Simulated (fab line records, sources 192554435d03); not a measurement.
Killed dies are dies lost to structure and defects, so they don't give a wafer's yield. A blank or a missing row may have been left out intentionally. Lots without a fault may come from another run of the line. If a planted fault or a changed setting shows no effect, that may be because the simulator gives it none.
fab line records | flow n5-finfet
record: lots: 10 | wafers: 29 | last-day: 18
route steps=1938 shown SPACER0@260 BEOL_M4@1105 BEOL_M5@1115 PASSIVATION@1936
lots that met no fault: from a run of the same line without faults
start-h: hours from the record's opening day to when the first of the lot's shown wafers began | wait-h: hours elapsed since this lot's preceding step | " identical to the entry in the row above | L1.1+2: a row that stands for several wafers | - no value present, or no start provided | * or withheld: withheld | < > ~ a bound
route shown NAME@n: NAME is a module with steps in the file, n the number in the route of the first one | usual: mean/standard deviation of fault-free wafers | same: alike in all rows | chamber/n: place in a boat | sites: per-site readings | _std_site: the standard deviation of these | _edge_site: the outer-site mean with the inner-site mean subtracted | radius-mm: for every site, how far away it sits from the centre of the wafer | mask NAME#n: copy n | behind: the most recent tool/chamber to have shaped the wafer | hold: what put the lot on hold/how long, in hours/how the hold closed | device: which transistor (n, p or np) failed to switch | end of line: tests run on the same wafers once the route is complete | step lacking rows: just its recipe | killed: dies that structure and defects cost at the first sort, which is not the same as the wafer's yield | map: the dies of a wafer, with x for killed, . for not killed, _ for no die there
set.NAME: the setting as run; set.NAME@STEP: as run at that earlier step | model.NAME: the simulator's own value behind a step, which no gauge read
one table for each step of the route and one row for each wafer, over a sample of lots
services: a tool's chamber out of use, with start hour (start-h, from the record's first day; less than 0 if before it), hours out, and reason
== steps ==
step: N5_SPACER0_ALD_08
recipe: material: SiNx | target-thk-a: 20 | temp-c: 400 | ald-precursor-family: SiH2I2 | ald-co-reactant: N2/H2-plasma | pressure-torr: 2
usual: heater-power-w: 849/83
lot.wafer | tool       | chamber | start-h | wait-h | heater-power-w
L295.2    | ald-sin-01 | 1       | 60.54   | 0.1    | 838
L295.5    | "          | 0       | "       | "      | 842
L295.6    | "          | 1       | "       | "      | 850
L296.1    | ald-sin-03 | 0       | 68.07   | 0.1    | 773
L296.5    | "          | 2       | "       | "      | 771
L296.6    | "          | 1       | "       | "      | 789
L298.3    | ald-sin-03 | 1       | 78.87   | 0.1    | 776
L298.4    | "          | 2       | "       | "      | 792
L298.6    | "          | 3       | "       | "      | 853
L299.3    | ald-sin-03 | 3       | 83.66   | 0.1    | 872
L299.4    | "          | 1       | "       | "      | 796
L299.5    | "          | 1       | "       | "      | 755
L301.1    | ald-sin-03 | 2       | 96.52   | 0.1    | 772
L301.2    | "          | 0       | "       | "      | 782
L301.5    | "          | 2       | "       | "      | 804
L303.2    | ald-sin-02 | 2       | 109.25  | 0.1    | 945
L303.4    | "          | 3       | "       | "      | 950
L303.6    | "          | 3       | "       | "      | 935
L304.3    | ald-sin-02 | 3       | 115.67  | 0.1    | 919
L304.4    | "          | 1       | "       | "      | 1001
L304.5    | "          | 0       | "       | "      | 741
L310.2    | ald-sin-03 | 0       | 177.57  | 0.1    | 797
L310.4    | "          | 2       | "       | "      | 791
L314.2    | ald-sin-03 | 3       | 187.47  | 0.1    | 850
L314.3    | "          | 0       | "       | "      | 782
L314.4    | "          | 2       | "       | "      | 793
L311.4    | ald-sin-03 | 2       | 188.01  | 0.1    | 799
L311.5    | "          | 1       | "       | "      | 794
L311.6    | "          | 0       | "       | "      | 776
step: N5_BEOL_M4_PRE_CLEAN_60
recipe: gas: NH3/H2 | time-s: 15 | temp-c: * | rf-power-w: 300
usual: heater-power-w: 89/15
lot.wafer | tool      | chamber | start-h | wait-h | heater-power-w
L295.2    | cvd-co-02 | 2       | 181.67  | 0.0    | 94
L295.5    | "         | 0       | "       | "      | 86
L295.6    | "         | 1       | "       | "      | 116
L296.1    | cvd-co-01 | 2       | 192.96  | 0.0    | 75
L296.5    | "         | 1       | "       | "      | 67
L296.6    | "         | 2       | "       | "      | 74
L298.3    | cvd-co-01 | 0       | 204.54  | 0.0    | 73
L298.4    | "         | 0       | "       | "      | 74
L298.6    | "         | 2       | "       | "      | 73
L299.3    | cvd-co-02 | 1       | 209.47  | 0.0    | 115
L299.4    | "         | 0       | "       | "      | 88
L299.5    | "         | 2       | "       | "      | 91
L301.1    | cvd-co-01 | 0       | 211.32  | 0.0    | 74
L301.2    | "         | 2       | "       | "      | 74
L301.5    | "         | 2       | "       | "      | 74
L304.3    | cvd-co-02 | 2       | 228.76  | 0.0    | 95
L304.4    | "         | 0       | "       | "      | 86
L304.5    | "         | 1       | "       | "      | 114
L303.2    | cvd-co-02 | 1       | 232.06  | 0.0    | 113
L303.4    | "         | 2       | "       | "      | 93
L303.6    | "         | 0       | "       | "      | 89
L310.2    | cvd-co-02 | 0       | 305.00  | 0.0    | 88
L310.4    | "         | 0       | "       | "      | 86
L311.4    | cvd-co-02 | 1       | 316.04  | 0.1    | 115
L311.5    | "         | 2       | "       | "      | 97
L311.6    | "         | 0       | "       | "      | 88
L314.2    | cvd-co-01 | 2       | 332.87  | 0.0    | 75
L314.3    | "         | 1       | "       | "      | 70
L314.4    | "         | 1       | "       | "      | 71
step: N5_BEOL_M4_RC_MEAS_101
usual: DIBL_N: 37.2/2.1 | DIBL_P: 37.3/2.3 | IOFF_N: 0.18/0.041 | IOFF_P: 0.24/0.042 | IOFF_P_85C: 4.0/0.61 | IOFF_P_LIN: 0.109/0.015 | ION_N: 680/13 | ION_P: 466/7.7 | REXT_N: 75.2/1.7 | REXT_P: 101.0/2.7 | SS_N: 71.8/0.68 | SS_P: 73.5/0.66 | VT_N: 249/3.6 | VT_P: -248/3.4 | VT_P_LVT: -97.4/2.8
lot.wafer | tool      | chamber | start-h | wait-h | DIBL_N[mV/V] | DIBL_P[mV/V] | IOFF_N[nA/um] | IOFF_P[nA/um] | IOFF_P_85C[nA/um] | IOFF_P_LIN[nA/um] | ION_N[uA/um] | ION_P[uA/um] | REXT_N[ohm.um] | REXT_P[ohm.um] | SS_N[mV/dec] | SS_P[mV/dec] | VT_N[mV] | VT_P[mV] | VT_P_LVT[mV]
L295.2    | prober-01 | 0       | 182.10  | 0.2    | 38.8         | 39.0         | 0.22          | 0.26          | 4.3               | 0.112             | 688          | 462          | 72.8           | 99.5           | 72.4         | 73.5         | 248      | -249     | -95.7
L295.5    | "         | 0       | "       | "      | 37.1         | 37.3         | 0.19          | 0.22          | 3.8               | 0.101             | 686          | 463          | 73.4           | 99.5           | 72.2         | 73.2         | 247      | -251     | -98.8
L295.6    | "         | 0       | "       | "      | 38.4         | 38.6         | 0.21          | 0.25          | 4.2               | 0.110             | 702          | 467          | 73.3           | 98.6           | 72.2         | 73.4         | 245      | -248     | -96.7
L296.1    | prober-01 | 0       | 193.23  | 0.0    | 39.2         | 39.5         | 0.23          | 0.27          | 4.5               | 0.118             | 705          | 473          | 73.4           | 102.2          | 71.8         | 74.0         | 243      | -247     | -96.1
L296.5    | "         | 0       | "       | "      | 38.1         | 37.7         | 0.19          | 0.23          | 3.9               | 0.104             | 689          | 468          | 73.5           | 100.7          | 72.9         | 73.8         | 248      | -252     | -97.6
L296.6    | "         | 0       | "       | "      | 39.9         | 41.7         | 0.27          | 0.32          | 5.1               | 0.132             | 712          | 482          | 73.7           | 100.7          | 72.1         | 74.1         | 242      | -243     | -94.2
L298.3    | prober-02 | 0       | 205.13  | 0.3    | 39.4         | 39.2         | 0.25          | 0.30          | 4.9               | 0.136             | 694          | 472          | 72.6           | 101.1          | 72.9         | 73.9         | 243      | -246     | -93.1
L298.4    | "         | 0       | "       | "      | 35.0         | 33.6         | 0.14          | 0.21          | 3.7               | 0.107             | 656          | 460          | 73.0           | 100.8          | 71.2         | 72.8         | 252      | -249     | -98.1
L298.6    | "         | 0       | "       | "      | 35.1         | 34.5         | 0.15          | 0.23          | 3.9               | 0.114             | 679          | 471          | 73.9           | 101.0          | 70.9         | 73.0         | 248      | -248     | -95.8
L299.3    | prober-02 | 0       | 210.05  | 0.3    | 34.4         | 33.7         | 0.13          | 0.19          | 3.4               | 0.096             | 676          | 468          | 77.0           | 102.5          | 71.2         | 73.0         | 254      | -252     | -100.7
L299.4    | "         | 0       | "       | "      | 35.4         | 35.4         | 0.14          | 0.21          | 3.6               | 0.099             | 668          | 460          | 77.4           | 103.4          | 71.7         | 72.4         | 252      | -248     | -100.5
L299.5    | "         | 0       | "       | "      | 35.9         | 35.8         | 0.15          | 0.22          | 3.8               | 0.105             | 673          | 464          | 78.2           | 103.9          | 71.1         | 73.9         | 248      | -246     | -99.3
L301.1    | prober-01 | 0       | 211.60  | 0.0    | 34.2         | 34.9         | 0.13          | 0.18          | 3.1               | 0.091             | 669          | 460          | 74.8           | 106.8          | 71.1         | 72.9         | 252      | -253     | -98.7
L301.2    | "         | 0       | "       | "      | 36.8         | 37.7         | 0.17          | 0.24          | 4.0               | 0.112             | 677          | 465          | 75.1           | 107.4          | 71.3         | 73.5         | 246      | -247     | -95.1
L301.5    | "         | 0       | "       | "      | 38.3         | 39.7         | 0.22          | 0.27          | 4.4               | 0.120             | 696          | 475          | 74.0           | 108.7          | 72.6         | 73.5         | 242      | -247     | -94.9
L304.3    | prober-01 | 0       | 229.52  | 0.5    | 42.0         | 39.8         | 0.26          | 0.28          | 4.6               | 0.120             | 686          | 462          | 75.2           | 97.2           | 72.7         | 74.2         | 242      | -247     | -95.3
L304.4    | "         | 0       | "       | "      | 39.3         | 37.0         | 0.19          | 0.23          | 3.9               | 0.104             | 676          | 457          | 76.8           | 97.9           | 72.1         | 74.4         | 249      | -248     | -97.8
L304.5    | "         | 0       | "       | "      | 40.1         | 38.6         | 0.23          | 0.26          | 4.3               | 0.113             | 709          | 480          | 75.3           | 98.2           | 72.5         | 74.3         | 243      | -243     | -96.5
L303.2    | prober-02 | 0       | 232.49  | 0.2    | 34.7         | 33.7         | 0.13          | 0.19          | 3.4               | 0.097             | 662          | 458          | 76.6           | 100.7          | 70.9         | 71.9         | 251      | -248     | -101.7
L303.4    | "         | 0       | "       | "      | 39.6         | 40.1         | 0.23          | 0.33          | 5.3               | 0.141             | 684          | 472          | 78.0           | 99.8           | 72.3         | 74.6         | 243      | -243     | -96.2
L303.6    | "         | 0       | "       | "      | 35.5         | 35.8         | 0.15          | 0.24          | 4.1               | 0.113             | 671          | 467          | 78.1           | 98.2           | 71.3         | 73.0         | 251      | -245     | -98.7
L310.2    | prober-01 | 0       | 305.43  | 0.2    | 39.4         | 40.3         | 0.22          | 0.30          | 5.0               | 0.133             | 684          | 479          | 76.6           | 100.6          | 73.5         | 74.3         | 247      | -246     | -94.4
L310.4    | "         | 0       | "       | "      | 39.5         | 40.7         | 0.21          | 0.31          | 5.1               | 0.135             | 675          | 470          | 76.5           | 100.2          | 72.4         | 74.2         | 250      | -244     | -93.3
L311.4    | prober-01 | 0       | 316.76  | 0.5    | 36.4         | 38.7         | 0.18          | 0.25          | 4.2               | 0.117             | 686          | 472          | 77.2           | 99.3           | 72.6         | 73.6         | 246      | -246     | -95.9
L311.5    | "         | 0       | "       | "      | 36.9         | 39.7         | 0.18          | 0.26          | 4.4               | 0.123             | 690          | 480          | 78.7           | 99.2           | 72.1         | 73.6         | 247      | -245     | -94.9
L311.6    | "         | 0       | "       | "      | 39.9         | 41.3         | 0.24          | 0.38          | 6.0               | 0.166             | 706          | 493          | 69.4           | 89.7           | 72.8         | 73.7         | 242      | -240     | -88.0
L314.2    | prober-02 | 0       | 333.30  | 0.2    | 35.5         | 36.1         | 0.15          | 0.19          | 3.4               | 0.093             | 678          | 459          | 75.0           | 98.8           | 71.7         | 73.9         | 251      | -252     | -98.2
L314.3    | "         | 0       | "       | "      | 41.6         | 41.5         | 0.28          | 0.36          | 5.8               | 0.152             | 698          | 481          | 69.5           | 91.5           | 72.9         | 75.0         | 241      | -240     | -87.7
L314.4    | "         | 0       | "       | "      | 38.1         | 39.4         | 0.23          | 0.26          | 4.4               | 0.118             | 704          | 473          | 74.6           | 98.8           | 72.0         | 74.4         | 242      | -248     | -93.8
step: N5_BEOL_M5_PECVD_70
recipe: material: SiO2 | target-thk-a: 160 | temp-c: 400 | precursor: TEOS/O2 | pressure-torr: 5.5 | rf-w: 450 | teos-flow-sccm: 53.8 | gas: O2 | flow-sccm: 3000 | time-s: 18
usual: heater-power-w: 749/120 | showerhead-plenum-p-Torr: 8.80/0.066 | throttle-valve-pct: 22.7/1.3
lot.wafer | tool     | chamber | start-h | wait-h | heater-power-w | showerhead-plenum-p-Torr | throttle-valve-pct
L295.2    | pecvd-04 | 1       | 183.52  | 0.0    | 780            | 8.85                     | 23.8
L295.5    | "        | 0       | "       | "      | 986            | 8.64                     | 25.2
L295.6    | "        | 1       | "       | "      | 785            | 8.86                     | 23.3
L296.1    | pecvd-02 | 0       | 195.29  | 0.0    | 557            | 8.84                     | 23.6
L296.5    | "        | 1       | "       | "      | 847            | 8.79                     | 22.5
L296.6    | "        | 0       | "       | "      | 566            | 8.82                     | 23.4
L298.3    | pecvd-04 | 2       | 206.40  | 0.0    | 779            | 8.84                     | 21.9
L298.4    | "        | 2       | "       | "      | 792            | 8.83                     | 21.8
L298.6    | "        | 1       | "       | "      | 783            | 8.86                     | 23.5
L299.3    | pecvd-04 | 0       | 211.58  | 0.0    | 951            | 8.66                     | 25.2
L299.4    | "        | 2       | "       | "      | 822            | 8.82                     | 22.0
L299.5    | "        | 1       | "       | "      | 833            | 8.84                     | 23.3
L301.1    | pecvd-04 | 2       | 213.18  | 0.0    | 791            | 8.83                     | 21.9
L301.2    | "        | 1       | "       | "      | 777            | 8.87                     | 23.5
L301.5    | "        | 1       | "       | "      | 791            | 8.85                     | 23.5
L304.3    | pecvd-02 | 0       | 236.84  | 0.0    | 654            | 8.82                     | 23.6
L304.4    | "        | 2       | "       | "      | 677            | 8.80                     | 21.3
L304.5    | "        | 0       | "       | "      | 655            | 8.80                     | 23.5
L303.2    | pecvd-03 | 1       | 238.57  | 0.0    | 760            | 8.81                     | 21.5
L303.4    | "        | 0       | "       | "      | 527            | 8.82                     | 21.9
L303.6    | "        | 1       | "       | "      | 736            | 8.82                     | 21.7
L310.2    | pecvd-02 | 2       | 306.85  | 0.0    | 632            | 8.81                     | 21.5
L310.4    | "        | 1       | "       | "      | 852            | 8.81                     | 22.4
L311.4    | pecvd-04 | 1       | 317.90  | 0.1    | 768            | 8.87                     | 23.4
L311.5    | "        | 0       | "       | "      | 952            | 8.68                     | 24.9
L311.6    | "        | 2       | "       | "      | 712            | 8.82                     | 22.0
L314.2    | pecvd-04 | 2       | 334.72  | 0.0    | 766            | 8.83                     | 22.0
L314.3    | "        | 0       | "       | "      | 968            | 8.65                     | 25.0
L314.4    | "        | 1       | "       | "      | 848            | 8.87                     | 23.3
step: N5_BEOL_M5_HM_DEP_02
recipe: material: TiN | target-thk-a: 200 | temp-c: 25 | chamber-pressure-pa: 0.49996
usual: substrate-temp-c: 25.01/0.11 | throttle-valve-pct: 30.2/1.2
lot.wafer | tool           | chamber | start-h | wait-h | substrate-temp-c | throttle-valve-pct
L295.2    | pvd-sputter-02 | -       | 184.07  | 0.5    | 24.99            | 28.8
L295.5    | "              | -       | "       | "      | 25.33            | 28.9
L295.6    | "              | -       | "       | "      | 25.03            | 28.7
L296.1    | pvd-sputter-02 | -       | 197.22  | 1.9    | 25.33            | 29.0
L296.5    | "              | -       | "       | "      | 24.88            | 29.5
L296.6    | "              | -       | "       | "      | 24.96            | 29.2
L298.3    | pvd-sputter-02 | -       | 206.78  | 0.4    | 25.00            | 29.0
L298.4    | "              | -       | "       | "      | 25.08            | 29.3
L298.6    | "              | -       | "       | "      | 25.01            | 28.7
L299.3    | pvd-sputter-01 | -       | 214.61  | 3.0    | 24.93            | 30.3
L299.4    | "              | -       | "       | "      | 25.01            | 31.1
L299.5    | "              | -       | "       | "      | 24.97            | 31.4
L301.1    | pvd-sputter-03 | -       | 214.74  | 1.5    | 25.02            | 30.6
L301.2    | "              | -       | "       | "      | 24.85            | 31.3
L301.5    | "              | -       | "       | "      | 24.94            | 30.8
L304.3    | pvd-sputter-03 | -       | 237.18  | 0.3    | 24.97            | 33.0
L304.4    | "              | -       | "       | "      | 25.17            | 29.5
L304.5    | "              | -       | "       | "      | 24.89            | 31.3
L303.2    | pvd-sputter-01 | -       | 239.05  | 0.5    | 24.88            | 31.2
L303.4    | "              | -       | "       | "      | 25.02            | 31.4
L303.6    | "              | -       | "       | "      | 24.94            | 31.0
L310.2    | pvd-sputter-01 | -       | 307.33  | 0.5    | 25.10            | 29.8
L310.4    | "              | -       | "       | "      | 24.91            | 31.2
L311.4    | pvd-sputter-01 | -       | 318.21  | 0.3    | 24.93            | 30.9
L311.5    | "              | -       | "       | "      | 24.88            | 31.0
L311.6    | "              | -       | "       | "      | 25.03            | 31.1
L314.2    | pvd-sputter-03 | -       | 334.85  | 0.1    | 24.95            | 29.5
L314.3    | "              | -       | "       | "      | 24.95            | 30.4
L314.4    | "              | -       | "       | "      | 25.14            | 32.8
step: N5_PASSIVATION_PROBE_49
usual: defect-limited-yield: 91.0/1.6 | killed_at_M0_to_M3: 35/11 | killed_at_M4_up: 14/5.3 | killed-at-contacts: 13/6.7 | killed-at-front-end: 41/12 | killed-at-other: 3.9/2.7 | killed-dies: 106/19 | killed-open: 70/14 | killed-short: 35/8.8 | sort_bin_4_leakage: 0.01/0.058 | sort_bin_5_function: 5.3/1 | sort_bin_6_memory: 3.3/0.81 | sort-n-pass: 1073/19 | sort-yield-pct: 91.0/1.6
same: gross-dies: 1180 | killed-at-back-side: 0 | sort_bin_8_speed[%]: 0
lot.wafer | tool      | chamber | start-h | wait-h | defect-limited-yield[%] | killed_at_M0_to_M3 | killed_at_M4_up | killed-at-contacts | killed-at-front-end | killed-at-other | killed-dies | killed-open | killed-short | sort_bin_4_leakage[%] | sort_bin_5_function[%] | sort_bin_6_memory[%] | sort-n-pass | sort-yield-pct[%]
L311.6    | prober-02 | -       | 423.66  | 0.3    | 90.8                    | 42                 | 10              | 15                 | 40                  | 1               | 108         | 75          | 32           | 0.08                  | 4.9                    | 3.5                  | 1071        | 90.8
killed by level:class
L311.6 FIN_SAQP:geometric-particle:open=14 MOL_CONTACT_COAG:geometric-particle:open=12 BEOL_M0_SAQP:geometric-particle:short=12 BEOL_M0_SAQP:geometric-particle:open=11 STI_FIN_REVEAL:geometric-particle:open=9 FIN_SAQP:geometric-particle:short=8 BEOL_M2:geometric-particle:open=5 BEOL_M1:geometric-particle:open=4
== services ==
tool           | chamber | start-h | hours | kind
ald-sin-03     | 2       | 44.52   | 3.6   | repair
cvd-co-01      | 1       | 46.24   | 9.8   | repair
pvd-sputter-02 | -       | 47.35   | 3.2   | repair
cvd-co-02      | -       | 52.32   | 14.6  | pm
cvd-co-02      | -       | 70.86   | 0.6   | repair
ald-sin-02     | -       | 87.22   | 14.0  | pm
cvd-co-02      | 0       | 102.01  | 5.2   | repair
ald-sin-03     | 0       | 108.21  | 10.9  | repair
pecvd-02       | -       | 127.83  | 1.1   | repair
ald-sin-02     | -       | 138.04  | 2.8   | pm
ald-sin-03     | 3       | 157.48  | 4.7   | repair
pecvd-02       | -       | 157.55  | 0.9   | repair
ald-sin-02     | -       | 165.12  | 14.6  | pm
pvd-sputter-02 | -       | 189.66  | 6.6   | repair
cvd-co-02      | 1       | 205.20  | 2.7   | repair
cvd-co-02      | -       | 212.92  | 3.2   | repair
cvd-co-02      | -       | 223.41  | 0.7   | repair
ald-sin-03     | 3       | 264.19  | 33.8  | repair
pecvd-02       | -       | 264.28  | 5.5   | pm
ald-sin-03     | -       | 271.47  | 1.1   | repair
cvd-co-01      | -       | 272.76  | 6.0   | pm
ald-sin-02     | -       | 279.19  | 0.8   | repair
pvd-sputter-03 | -       | 294.50  | 0.8   | repair
cvd-co-02      | -       | 328.35  | 1.1   | repair
== key ==
first-sign: step: N5_BEOL_M4_RC_MEAS_101 | reading: REXT_P | direction: down | sigmas: 3.9 | usual: 101.0 | struck: 90.6
effect: step: N5_BEOL_M4_RC_MEAS_101 | reading: VT_P_LVT | direction: up | sigmas: 3.5 | usual: -97.4 | struck: -87.8
effect: step: N5_BEOL_M4_RC_MEAS_101 | reading: REXT_N | direction: down | sigmas: 3.4 | usual: 75.2 | struck: 69.5
effect: step: N5_BEOL_M4_RC_MEAS_101 | reading: IOFF_P_LIN | direction: up | sigmas: 3.4 | usual: 0.109 | struck: 0.159
effect: step: N5_BEOL_M4_RC_MEAS_101 | reading: IOFF_P | direction: up | sigmas: 3.2 | usual: 0.24 | struck: 0.37
effect: step: N5_BEOL_M4_RC_MEAS_101 | reading: IOFF_P_85C | direction: up | sigmas: 3.1 | usual: 4.0 | struck: 5.9
effect: step: N5_BEOL_M4_RC_MEAS_101 | reading: ION_P | direction: up | sigmas: 2.7 | usual: 466 | struck: 487
met-at N5_SPACER0_ALD_08
struck-lots L311,L314
struck-wafers L311.6,L314.3
not-acting-at N5_BEOL_M4_PRE_CLEAN_60,N5_BEOL_M5_PECVD_70,N5_BEOL_M5_HM_DEP_02
onset-between 177.57 187.47
fault: kind: process-parameter-drift | tool: ald-sin-03 | chamber: 0 | onset-h: 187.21 | steps: N5_SPACER0_ALD_08 | channel: target-thk-a | offset: * | shape: step | end-h: 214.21 | acts-in: * | stated: *
